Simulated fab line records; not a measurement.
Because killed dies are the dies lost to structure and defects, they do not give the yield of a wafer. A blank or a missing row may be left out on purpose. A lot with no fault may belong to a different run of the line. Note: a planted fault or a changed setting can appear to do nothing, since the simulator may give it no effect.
fab line records	flow n5Finfet
[record] lots = 24	wafers = 72	lastDay = 18
route steps=1938 shown BEOL_M3@934
lots that met no fault: from a run of the same line without faults
startH: start of the lot's first displayed wafer, in hours after the record's first day	waitH: hours since the lot's step before	" same as the row above	L1.1+2: a single row standing in for several wafers	- no value, or no start was given	* or withheld: withheld	< > ~ a bound
route shown NAME@n: a module of which the file shows steps, and the number in the route of the first	usual: the fault-free wafers' mean and standard deviation	same: alike in all rows	chamber/n: place in a boat	sites: the reading at each site	_std_site: standard deviation across them	_edge_site: inner sites' mean taken away from outer sites' mean	radiusMm: how far each site lies from the wafer's centre	mask NAME#n: copy n	behind: the most recent tool/chamber to have shaped the wafer	hold: the reason the lot was held/the length of the hold in hours/how it ended	device: the transistor (n, p or np) that didn't switch	end of line: the route-end tests of the same wafers	a step given without rows: its recipe and nothing more	killed: dies that structure and defects cost at the first sort, which is not the same as the wafer's yield	map: a wafer's dies, x killed, . not, _ none there
set.NAME: the run value of the setting; set.NAME@STEP: its run value at that earlier step	model.NAME: the simulator's own value behind a step, which no gauge read
steps of the route over a sample of lots; a table a step, a row a wafer
services: when a tool's chamber went out of use (startH, in hours from the record's first day, below 0 if earlier), for how many hours, and the reason
[[steps]]
[step N5_BEOL_M3_HM_DEP_02]
[recipe] material = TiN	targetThkA = 200	tempC = 25	chamberPressurePa = 0.49996
[usual] throttleValvePct = 29.9/1.1
lot.wafer	tool	chamber	startH	waitH	throttleValvePct
L075.3	pvdSputter-02	-	143.21	0.6	28.0
L075.4	"	-	"	"	29.2
L075.6	"	-	"	"	29.3
L074.2	pvdSputter-01	-	147.04	0.2	29.5
L074.5	"	-	"	"	32.5
L074.6	"	-	"	"	29.3
L076.1	pvdSputter-02	-	149.52	1.2	30.3
L076.3	"	-	"	"	28.1
L076.5	"	-	"	"	28.0
L077.1	pvdSputter-02	-	154.19	0.7	29.9
L077.2	"	-	"	"	30.3
L077.3	"	-	"	"	27.8
L079.3	pvdSputter-03	-	168.62	0.0	30.9
L079.5	"	-	"	"	31.2
L079.6	"	-	"	"	28.0
L078.1	pvdSputter-01	-	177.36	0.9	29.5
L078.5	"	-	"	"	29.4
L078.6	"	-	"	"	30.5
L080.3	pvdSputter-03	-	183.84	0.9	28.4
L080.4	"	-	"	"	30.7
L080.6	"	-	"	"	30.1
L081.3	pvdSputter-01	-	188.17	1.6	30.8
L081.4	"	-	"	"	29.2
L081.5	"	-	"	"	30.9
L082.2	pvdSputter-01	-	188.41	1.1	30.6
L082.3	"	-	"	"	29.1
L082.6	"	-	"	"	30.6
L083.2	pvdSputter-03	-	190.67	1.7	30.8
L083.5	"	-	"	"	30.0
L083.6	"	-	"	"	28.3
L084.1	pvdSputter-03	-	210.32	0.4	28.1
L084.3	"	-	"	"	30.9
L084.5	"	-	"	"	28.2
L085.1	pvdSputter-02	-	219.58	1.6	29.6
L085.3	"	-	"	"	28.3
L085.4	"	-	"	"	29.1
L086.2	pvdSputter-03	-	221.11	0.7	30.6
L086.4	"	-	"	"	28.2
L086.5	"	-	"	"	29.8
L087.1	pvdSputter-03	-	241.07	1.3	30.7
L087.4	"	-	"	"	30.0
L087.5	"	-	"	"	29.7
L088.2	pvdSputter-03	-	246.77	0.7	28.6
L088.5	"	-	"	"	31.1
L088.6	"	-	"	"	28.3
L089.1	pvdSputter-03	-	246.95	0.3	31.2
L089.4	"	-	"	"	28.5
L089.6	"	-	"	"	31.1
L091.2	pvdSputter-03	-	249.53	0.9	28.5
L091.5	"	-	"	"	30.8
L091.6	"	-	"	"	30.0
L090.2	pvdSputter-03	-	251.45	0.9	31.1
L090.4	"	-	"	"	29.8
L090.5	"	-	"	"	28.1
L092.4	pvdSputter-03	-	258.40	2.5	29.7
L092.5	"	-	"	"	29.9
L092.6	"	-	"	"	30.8
L093.1	pvdSputter-02	-	264.22	1.0	30.0
L093.2	"	-	"	"	28.0
L093.6	"	-	"	"	29.6
L094.1	pvdSputter-02	-	265.16	0.2	29.4
L094.4	"	-	"	"	29.7
L094.5	"	-	"	"	30.3
L095.1	pvdSputter-03	-	270.39	0.4	31.0
L095.3	"	-	"	"	28.1
L095.4	"	-	"	"	31.2
L096.3	pvdSputter-03	-	285.68	0.7	31.3
L096.4	"	-	"	"	28.0
L096.6	"	-	"	"	31.1
L097.2	pvdSputter-03	-	291.33	1.9	28.5
L097.3	"	-	"	"	29.9
L097.5	"	-	"	"	28.3
[step N5_BEOL_M3_ETCH_41]
[recipe] chemistry = CH3F/O2	target = SiCN	targetDepthA = 299	taperDeg = 2	timeS = 52.5	ionEnergyEv = 120	maskMaterial = TiN	pressureMtorr = 30	sourceW = 395	biasW = 75	Ar_flow_sccm = 150	CH3F_flow_sccm = 30	O2_flow_sccm = 20
[usual] O2_flow_sccm = 20.01/0.06	drypumpMotorCurrentA = 5.6/0.43	oesProductAu = 0.81/0.094	rfVppV = 296.7/1.7	showerheadPlenumPTorr = 1.97/0.072	throttleValvePct = 16.16/0.2
lot.wafer	tool	chamber	startH	waitH	O2_flow_sccm	drypumpMotorCurrentA	oesProductAu	rfHoursCounterH	rfVppV	showerheadPlenumPTorr	throttleValvePct
L075.3	rieDiel-01	2	-	-	20.06	5.2	0.78	121	294.9	1.93	16.20
L075.4	"	3	"	"	19.99	5.6	0.77	-	299.2	2.10	16.17
L075.6	"	1	"	"	19.95	5.8	0.86	-	296.5	1.96	16.07
L074.2	rieDiel-04	0	-	-	20.05	5.8	0.70	234	297.0	1.96	16.54
L074.5	"	2	"	"	20.04	6.2	0.88	-	297.7	2.05	15.90
L074.6	"	3	"	"	20.04	5.1	0.70	-	295.5	1.91	16.27
L076.1	rieDiel-04	3	-	-	19.98	5.2	0.70	199	295.8	1.91	16.24
L076.3	"	0	"	"	19.94	5.8	0.69	234	296.4	1.96	16.54
L076.5	"	1	"	"	19.98	5.7	0.76	-	293.6	1.84	16.08
L077.1	rieDiel-01	1	-	-	20.08	5.8	0.87	70	295.3	1.96	16.08
L077.2	"	2	"	"	20.01	5.2	0.79	127	295.9	1.93	16.21
L077.3	"	3	"	"	20.05	5.6	0.76	146	298.3	2.09	16.18
L079.3	rieDiel-03	2	-	-	20.00	5.0	0.96	4	298.7	2.03	15.88
L079.5	"	3	"	"	20.02	5.7	0.67	-	296.9	1.98	16.53
L079.6	"	0	"	"	20.07	6.0	0.68	-	296.2	1.96	16.14
L078.1	rieDiel-01	1	-	-	19.99	5.8	0.85	76	294.7	1.95	16.07
L078.5	"	1	"	"	20.05	5.8	0.85	-	296.8	1.95	16.07
L078.6	"	2	"	"	20.01	5.2	0.77	-	296.0	1.93	16.22
L080.3	rieDiel-01	0	-	-	19.98	4.9	0.93	8	296.5	1.98	15.98
L080.4	"	2	"	"	20.00	5.2	0.77	-	296.1	1.93	16.23
L080.6	"	0	"	"	19.99	5.0	0.93	-	295.8	1.98	15.96
L081.3	rieDiel-01	1	-	-	20.10	5.8	0.85	78	295.6	1.95	16.08
L081.4	"	0	"	"	19.95	5.0	0.93	9	297.4	1.98	15.99
L081.5	"	1	"	"	20.11	5.8	0.84	-	295.2	1.95	16.07
L082.2	rieDiel-04	3	-	-	19.87	5.1	0.68	210	295.3	1.90	16.28
L082.3	"	2	"	"	20.11	6.2	0.87	52	296.9	2.05	15.91
L082.6	"	1	"	"	19.98	5.7	0.76	-	295.1	1.84	16.10
L083.2	rieDiel-03	0	-	-	19.94	6.0	0.67	243	295.9	1.96	16.13
L083.5	"	1	"	"	20.03	6.3	0.68	-	299.5	2.05	16.74
L083.6	"	2	"	"	20.16	5.0	0.94	-	298.9	2.03	15.89
L084.1	rieDiel-01	0	-	-	19.96	4.9	0.91	15	295.6	1.98	15.99
L084.3	"	3	"	"	20.10	5.6	0.75	161	298.7	2.09	16.21
L084.5	"	1	"	"	20.14	5.7	0.84	-	296.7	1.95	16.08
L085.1	rieDiel-04	0	-	-	20.03	5.8	0.68	252	297.0	1.95	16.58
L085.3	"	1	"	"	20.06	5.7	0.75	151	294.1	1.83	16.10
L085.4	"	2	"	"	19.98	6.2	0.86	59	297.6	2.04	15.93
L086.2	rieDiel-01	1	-	-	19.98	5.8	0.83	86	296.0	1.95	16.09
L086.4	"	3	"	"	20.07	5.6	0.74	166	299.1	2.09	16.23
L086.5	"	0	"	"	19.97	4.9	0.90	-	295.5	1.98	16.00
L087.1	rieDiel-03	1	-	-	20.01	6.3	0.95	4	300.4	2.05	16.34
L087.4	"	2	"	"	19.96	5.0	0.90	-	298.5	2.03	15.91
L087.5	"	1	"	"	20.08	6.3	0.95	-	297.2	2.05	16.32
L088.2	rieDiel-01	1	-	-	20.00	5.8	0.82	97	297.2	1.95	16.13
L088.5	"	1	"	"	20.03	5.7	0.82	-	297.2	1.95	16.12
L088.6	"	2	"	"	20.06	5.2	0.76	-	296.1	1.92	16.30
L089.1	rieDiel-04	1	-	-	19.91	5.7	0.74	163	293.3	1.83	16.14
L089.4	"	3	"	"	19.97	5.1	0.69	-	295.2	1.90	16.31
L089.6	"	1	"	"	19.96	5.7	0.74	-	294.5	1.83	16.12
L091.2	rieDiel-04	3	-	-	20.12	5.2	0.69	228	296.0	1.90	16.31
L091.5	"	3	"	"	20.06	5.1	0.68	-	297.1	1.90	16.30
L091.6	"	2	"	"	20.06	6.2	0.84	-	298.8	2.04	15.96
L090.2	rieDiel-03	3	-	-	19.92	5.7	0.66	265	297.5	1.97	16.58
L090.4	"	3	"	"	20.00	5.7	0.66	-	296.8	1.97	16.56
L090.5	"	1	"	"	20.01	6.3	0.93	-	296.8	2.05	16.33
L092.4	rieDiel-04	0	-	-	20.02	5.8	1.00	0	296.0	1.95	16.12
L092.5	"	2	"	"	20.00	6.2	0.83	-	298.2	2.04	15.96
L092.6	"	1	"	"	19.92	5.7	0.75	-	292.1	1.83	16.13
L093.1	rieDiel-03	2	-	-	20.04	5.1	0.89	38	298.1	2.02	15.95
L093.2	"	1	"	"	20.07	6.3	0.91	16	298.6	2.05	16.35
L093.6	"	2	"	"	19.94	5.0	0.88	-	297.2	2.02	15.94
L094.1	rieDiel-04	0	-	-	20.03	5.8	0.98	3	295.7	1.95	16.12
L094.4	"	1	"	"	19.97	5.7	0.74	169	294.1	1.83	16.14
L094.5	"	0	"	"	19.98	5.7	0.97	-	296.4	1.95	16.13
L095.1	rieDiel-01	0	-	-	19.99	5.0	0.88	33	297.1	1.97	16.02
L095.3	"	3	"	"	20.03	5.6	0.73	185	297.7	2.08	16.27
L095.4	"	1	"	"	20.01	5.7	0.81	107	295.8	1.94	16.10
L096.3	rieDiel-03	0	-	-	20.01	6.1	0.97	9	295.3	1.95	15.74
L096.4	"	2	"	"	19.93	5.0	0.87	44	298.4	2.02	15.94
L096.6	"	3	"	"	20.02	5.7	0.98	-	297.0	1.97	16.11
L097.2	rieDiel-01	1	-	-	20.07	5.8	0.81	112	297.2	1.94	16.13
L097.3	"	0	"	"	19.96	5.0	0.88	38	297.1	1.97	16.03
L097.5	"	2	"	"	19.86	5.2	0.76	-	295.9	1.91	16.30
[step N5_BEOL_M3_DEGAS_44]
[recipe] ambient = vacuum	tempC = 250	timeS = 60
[usual] heaterPowerW = 349/16
lot.wafer	tool	chamber	startH	waitH	heaterPowerW
L075.3	pvdSputter-02	-	146.89	0.5	343
L075.4	"	-	"	"	331
L075.6	"	-	"	"	342
L074.2	pvdSputter-01	-	149.95	0.1	335
L074.5	"	-	"	"	340
L074.6	"	-	"	"	331
L076.1	pvdSputter-02	-	154.55	0.5	360
L076.3	"	-	"	"	344
L076.5	"	-	"	"	351
L077.1	pvdSputter-02	-	159.55	0.1	338
L077.2	"	-	"	"	348
L077.3	"	-	"	"	352
L079.3	pvdSputter-01	-	177.74	0.0	377
L079.5	"	-	"	"	341
L079.6	"	-	"	"	376
L078.1	pvdSputter-02	-	182.31	0.2	351
L078.5	"	-	"	"	349
L078.6	"	-	"	"	350
L080.3	pvdSputter-02	-	192.16	0.1	355
L080.4	"	-	"	"	354
L080.6	"	-	"	"	356
L081.3	pvdSputter-03	-	195.41	0.4	365
L081.4	"	-	"	"	361
L081.5	"	-	"	"	373
L082.2	pvdSputter-01	-	195.42	0.3	381
L082.3	"	-	"	"	335
L082.6	"	-	"	"	380
L083.2	pvdSputter-03	-	195.75	0.4	385
L083.5	"	-	"	"	370
L083.6	"	-	"	"	341
L084.1	pvdSputter-01	-	213.81	0.2	339
L084.3	"	-	"	"	343
L084.5	"	-	"	"	373
L085.1	pvdSputter-01	-	222.85	0.0	329
L085.3	"	-	"	"	339
L085.4	"	-	"	"	341
L086.2	pvdSputter-01	-	226.77	0.3	375
L086.4	"	-	"	"	336
L086.5	"	-	"	"	367
L087.1	pvdSputter-02	-	244.14	0.4	335
L087.4	"	-	"	"	355
L087.5	"	-	"	"	352
L088.2	pvdSputter-03	-	251.91	0.4	327
L088.5	"	-	"	"	329
L088.6	"	-	"	"	355
L089.1	pvdSputter-02	-	251.98	0.5	348
L089.4	"	-	"	"	360
L089.6	"	-	"	"	349
L091.2	pvdSputter-03	-	255.44	0.6	320
L091.5	"	-	"	"	381
L091.6	"	-	"	"	342
L090.2	pvdSputter-03	-	255.60	0.4	329
L090.4	"	-	"	"	380
L090.5	"	-	"	"	368
L092.4	pvdSputter-02	-	264.44	0.3	353
L092.5	"	-	"	"	352
L092.6	"	-	"	"	349
L093.1	pvdSputter-02	-	269.82	0.0	353
L093.2	"	-	"	"	345
L093.6	"	-	"	"	354
L094.1	pvdSputter-03	-	270.31	0.4	340
L094.4	"	-	"	"	356
L094.5	"	-	"	"	336
L095.1	pvdSputter-01	-	277.96	0.1	332
L095.3	"	-	"	"	369
L095.4	"	-	"	"	342
L096.3	pvdSputter-03	-	288.71	0.2	346
L096.4	"	-	"	"	375
L096.6	"	-	"	"	381
L097.2	pvdSputter-02	-	294.99	0.0	335
L097.3	"	-	"	"	345
L097.5	"	-	"	"	357
[step N5_BEOL_M3_SURFACE_TREAT_85]
[recipe] gas = Ar	timeS = *	ionEnergyEv = *	ionCurrentMaCm2 = 0.5	pressureMtorr = *	arFlowSccm = 30
[usual] throttleValvePct = *
lot.wafer	tool	chamber	startH	waitH	throttleValvePct
L075.3	pvdSputter-01	-	147.22	0.1	*
L075.4	"	-	"	"	*
L075.6	"	-	"	"	*
L074.2	pvdSputter-03	-	150.39	0.2	*
L074.5	"	-	"	"	*
L074.6	"	-	"	"	*
L076.1	pvdSputter-03	-	154.95	0.2	*
L076.3	"	-	"	"	*
L076.5	"	-	"	"	*
L077.1	pvdSputter-03	-	160.01	0.2	*
L077.2	"	-	"	"	*
L077.3	"	-	"	"	*
L079.3	pvdSputter-03	-	178.22	0.2	*
L079.5	"	-	"	"	*
L079.6	"	-	"	"	*
L078.1	pvdSputter-03	-	182.66	0.2	*
L078.5	"	-	"	"	*
L078.6	"	-	"	"	*
L080.3	pvdSputter-03	-	192.55	0.2	*
L080.4	"	-	"	"	*
L080.6	"	-	"	"	*
L082.2	pvdSputter-01	-	195.92	0.2	*
L082.3	"	-	"	"	*
L082.6	"	-	"	"	*
L081.3	pvdSputter-03	-	195.95	0.2	*
L081.4	"	-	"	"	*
L081.5	"	-	"	"	*
L083.2	pvdSputter-02	-	196.09	0.1	*
L083.5	"	-	"	"	*
L083.6	"	-	"	"	*
L084.1	pvdSputter-01	-	214.19	0.2	*
L084.3	"	-	"	"	*
L084.5	"	-	"	"	*
L085.1	pvdSputter-01	-	223.21	0.1	*
L085.3	"	-	"	"	*
L085.4	"	-	"	"	*
L086.2	pvdSputter-03	-	227.10	0.1	*
L086.4	"	-	"	"	*
L086.5	"	-	"	"	*
L087.1	pvdSputter-02	-	244.48	0.1	*
L087.4	"	-	"	"	*
L087.5	"	-	"	"	*
L088.2	pvdSputter-03	-	252.23	0.1	*
L088.5	"	-	"	"	*
L088.6	"	-	"	"	*
L089.1	pvdSputter-03	-	252.39	0.2	*
L089.4	"	-	"	"	*
L089.6	"	-	"	"	*
L091.2	pvdSputter-03	-	255.84	0.2	*
L091.5	"	-	"	"	*
L091.6	"	-	"	"	*
L090.2	pvdSputter-01	-	256.00	0.1	*
L090.4	"	-	"	"	*
L090.5	"	-	"	"	*
L092.4	pvdSputter-03	-	264.79	0.1	*
L092.5	"	-	"	"	*
L092.6	"	-	"	"	*
L093.1	pvdSputter-03	-	270.27	0.2	*
L093.2	"	-	"	"	*
L093.6	"	-	"	"	*
L094.1	pvdSputter-03	-	272.33	1.6	*
L094.4	"	-	"	"	*
L094.5	"	-	"	"	*
L095.1	pvdSputter-01	-	278.50	0.2	*
L095.3	"	-	"	"	*
L095.4	"	-	"	"	*
L096.3	pvdSputter-02	-	289.07	0.2	*
L096.4	"	-	"	"	*
L096.6	"	-	"	"	*
L097.2	pvdSputter-02	-	295.32	0.1	*
L097.3	"	-	"	"	*
L097.5	"	-	"	"	*
[step N5_BEOL_M3_ANNEAL_82]
[recipe] tempC = 400	timeS = 240	ambient = vacuum
[usual] heaterPowerW = 868/41
lot.wafer	tool	chamber	startH	waitH	heaterPowerW
L075.3	pvdSputter-01	-	147.97	0.0	934
L075.4	"	-	"	"	839
L075.6	"	-	"	"	842
L074.2	pvdSputter-02	-	152.87	0.0	830
L074.5	"	-	"	"	883
L074.6	"	-	"	"	817
L076.1	pvdSputter-03	-	155.91	0.0	858
L076.3	"	-	"	"	808
L076.5	"	-	"	"	921
L077.1	pvdSputter-03	-	162.47	0.0	841
L077.2	"	-	"	"	893
L077.3	"	-	"	"	783
L079.3	pvdSputter-03	-	180.74	0.0	954
L079.5	"	-	"	"	956
L079.6	"	-	"	"	838
L078.1	pvdSputter-01	-	183.44	0.0	829
L078.5	"	-	"	"	855
L078.6	"	-	"	"	953
L080.3	pvdSputter-03	-	193.31	0.0	805
L080.4	"	-	"	"	879
L080.6	"	-	"	"	837
L082.2	pvdSputter-01	-	196.66	0.0	841
L082.3	"	-	"	"	845
L082.6	"	-	"	"	834
L081.3	pvdSputter-02	-	196.69	0.0	836
L081.4	"	-	"	"	858
L081.5	"	-	"	"	893
L083.2	pvdSputter-03	-	197.18	0.0	890
L083.5	"	-	"	"	893
L083.6	"	-	"	"	822
L084.1	pvdSputter-02	-	215.06	0.0	843
L084.3	"	-	"	"	871
L084.5	"	-	"	"	908
L085.1	pvdSputter-03	-	224.00	0.0	842
L085.3	"	-	"	"	899
L085.4	"	-	"	"	804
L086.2	pvdSputter-02	-	228.04	0.0	832
L086.4	"	-	"	"	863
L086.5	"	-	"	"	893
L087.1	pvdSputter-02	-	245.26	0.0	880
L087.4	"	-	"	"	831
L087.5	"	-	"	"	834
L088.2	pvdSputter-02	-	252.98	0.0	895
L088.5	"	-	"	"	896
L088.6	"	-	"	"	870
L089.1	pvdSputter-02	-	254.82	0.0	841
L089.4	"	-	"	"	874
L089.6	"	-	"	"	838
L091.2	pvdSputter-01	-	256.60	0.0	964
L091.5	"	-	"	"	845
L091.6	"	-	"	"	829
L090.2	pvdSputter-02	-	257.00	0.0	881
L090.4	"	-	"	"	878
L090.5	"	-	"	"	840
L092.4	pvdSputter-01	-	265.63	0.0	948
L092.5	"	-	"	"	844
L092.6	"	-	"	"	962
L093.1	pvdSputter-02	-	271.20	0.0	867
L093.2	"	-	"	"	832
L093.6	"	-	"	"	847
L094.1	pvdSputter-02	-	273.22	0.0	860
L094.4	"	-	"	"	835
L094.5	"	-	"	"	851
L095.1	pvdSputter-01	-	279.32	0.0	957
L095.3	"	-	"	"	810
L095.4	"	-	"	"	820
L096.3	pvdSputter-03	-	290.01	0.0	830
L096.4	"	-	"	"	800
L096.6	"	-	"	"	854
L097.2	pvdSputter-02	-	296.09	0.0	848
L097.3	"	-	"	"	881
L097.5	"	-	"	"	844
[step N5_BEOL_M3_SPUTTER_92]
[recipe] material = Cu	targetThkA = 45	tempC = -20	chamberPressurePa = 0.07	powerW = withheld	timeS = 8.29
[usual] throttleValvePct = 29.9/1.2
lot.wafer	tool	chamber	startH	waitH	throttleValvePct
L075.3	pvdSputter-01	-	148.77	0.1	29.2
L075.4	"	-	"	"	29.4
L075.6	"	-	"	"	32.7
L074.2	pvdSputter-02	-	153.67	0.1	29.5
L074.5	"	-	"	"	30.8
L074.6	"	-	"	"	29.4
L076.1	pvdSputter-03	-	156.71	0.1	28.4
L076.3	"	-	"	"	30.9
L076.5	"	-	"	"	31.1
L077.1	pvdSputter-03	-	163.27	0.1	28.1
L077.2	"	-	"	"	29.8
L077.3	"	-	"	"	30.5
L079.3	pvdSputter-03	-	181.54	0.1	30.6
L079.5	"	-	"	"	31.3
L079.6	"	-	"	"	28.2
L078.1	pvdSputter-01	-	184.24	0.1	30.5
L078.5	"	-	"	"	32.5
L078.6	"	-	"	"	29.1
L080.3	pvdSputter-03	-	194.11	0.1	30.4
L080.4	"	-	"	"	29.6
L080.6	"	-	"	"	28.1
L082.2	pvdSputter-01	-	197.46	0.1	30.8
L082.3	"	-	"	"	32.9
L082.6	"	-	"	"	30.8
L081.3	pvdSputter-02	-	197.49	0.1	29.5
L081.4	"	-	"	"	27.7
L081.5	"	-	"	"	28.1
L083.2	pvdSputter-03	-	197.98	0.1	29.8
L083.5	"	-	"	"	29.9
L083.6	"	-	"	"	30.6
L084.1	pvdSputter-02	-	215.86	0.1	29.4
L084.3	"	-	"	"	30.3
L084.5	"	-	"	"	30.2
L085.1	pvdSputter-03	-	224.80	0.1	28.2
L085.3	"	-	"	"	29.6
L085.4	"	-	"	"	30.6
L086.2	pvdSputter-02	-	228.84	0.1	29.3
L086.4	"	-	"	"	28.3
L086.5	"	-	"	"	30.5
L087.1	pvdSputter-02	-	246.06	0.1	29.9
L087.4	"	-	"	"	29.2
L087.5	"	-	"	"	29.2
L088.2	pvdSputter-02	-	253.78	0.1	30.5
L088.5	"	-	"	"	27.9
L088.6	"	-	"	"	30.2
L089.1	pvdSputter-02	-	255.62	0.1	29.4
L089.4	"	-	"	"	28.0
L089.6	"	-	"	"	29.2
L091.2	pvdSputter-01	-	257.40	0.1	29.0
L091.5	"	-	"	"	30.7
L091.6	"	-	"	"	29.6
L090.2	pvdSputter-02	-	257.80	0.1	30.1
L090.4	"	-	"	"	30.7
L090.5	"	-	"	"	29.2
L092.4	pvdSputter-01	-	266.43	0.1	29.3
L092.5	"	-	"	"	32.6
L092.6	"	-	"	"	29.3
L093.1	pvdSputter-02	-	272.00	0.1	27.7
L093.2	"	-	"	"	29.2
L093.6	"	-	"	"	30.6
L094.1	pvdSputter-02	-	274.02	0.1	29.7
L094.4	"	-	"	"	29.3
L094.5	"	-	"	"	28.3
L095.1	pvdSputter-01	-	280.12	0.1	29.3
L095.3	"	-	"	"	32.5
L095.4	"	-	"	"	29.4
L096.3	pvdSputter-03	-	290.81	0.1	28.5
L096.4	"	-	"	"	31.0
L096.6	"	-	"	"	28.0
L097.2	pvdSputter-02	-	296.89	0.1	29.4
L097.3	"	-	"	"	27.9
L097.5	"	-	"	"	29.6
[[services]]
tool	chamber	startH	hours	kind
rieDiel-04	1	136.39	8.7	repair
rieDiel-03	2	142.38	-	clean
rieDiel-03	2	142.38	-	consumableReplace:focusRing
rieDiel-01	0	144.02	-	clean
rieDiel-01	0	144.02	-	consumableReplace:focusRing
rieDiel-01	0	144.02	16.1	scheduledDown
rieDiel-01	0	144.02	16.1	ventCycle
rieDiel-01	1	186.61	6.5	repair
rieDiel-04	3	198.65	1.7	repair
rieDiel-03	1	213.86	-	clean
rieDiel-03	1	213.86	-	consumableReplace:focusRing
rieDiel-03	1	213.86	20.2	scheduledDown
rieDiel-03	1	213.86	20.2	ventCycle
rieDiel-01	1	218.33	2.2	repair
rieDiel-03	0	234.11	-	clean
rieDiel-03	0	234.11	-	consumableReplace:focusRing
rieDiel-04	0	235.68	-	clean
rieDiel-04	0	235.68	-	consumableReplace:focusRing
rieDiel-04	0	235.68	26.3	scheduledDown
rieDiel-04	0	235.68	26.3	ventCycle
rieDiel-04	-	237.68	2.8	pm
rieDiel-01	0	254.85	1.3	repair
rieDiel-01	0	269.55	3.6	repair
rieDiel-04	-	288.48	2.1	repair
[[key]]
fault none
